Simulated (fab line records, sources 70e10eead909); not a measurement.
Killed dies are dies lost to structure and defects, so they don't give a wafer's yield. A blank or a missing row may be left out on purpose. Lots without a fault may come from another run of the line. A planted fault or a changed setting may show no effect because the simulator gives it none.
Which tool did it? | flow nand_harc | 6 lots, 17 wafers sampled, at 1 step of a route of 1302

WHAT THE GAUGES READ, wafer by wafer
NHARC_A_CONTACT_CD_MEAS_80.
lot  | measured     | on        | cd_nm (nm)
L196 | day 22 22:43 | cd_sem-01 | 289.3 289.0 289.5
L197 | day 23 16:59 | cd_sem-01 | 288.2 289.3 288.7
L201 | day 25 01:01 | cd_sem-02 | 290.1 290.2 290.0
L204 | day 25 21:02 | cd_sem-03 | 290.3 290.0 290.3
L209 | day 28 10:40 | cd_sem-01 | 289.0 289.4 289.2
L212 | day 29 14:17 | cd_sem-03 | 289.2 289.8

WHICH TOOL RAN EACH LOT (tool, then ch and the chambers of the sampled wafers, then the start)
The record holds no process step before these readings.

THE ANSWER, worked out from the rows above alone
Rule: what is usual is taken from the lots themselves. Put in order of their means at a reading, lots are off if they are a third of the lots or fewer, leave a main group of 4 or more, and stand apart from it by a gap of 3 or more times the standard deviation of the main group's means; of several such gaps the widest counts. A main group whose means are all the same, to the digits that the tables above print for the reading, isn't used. A lot without any number at a reading at which 4 lots or more have one is off too. The other lots that the step has rows for count as sound.
No lot is off at any reading shown: from this, nothing can be told.

WHAT THE SIMULATOR HAD PUT IN
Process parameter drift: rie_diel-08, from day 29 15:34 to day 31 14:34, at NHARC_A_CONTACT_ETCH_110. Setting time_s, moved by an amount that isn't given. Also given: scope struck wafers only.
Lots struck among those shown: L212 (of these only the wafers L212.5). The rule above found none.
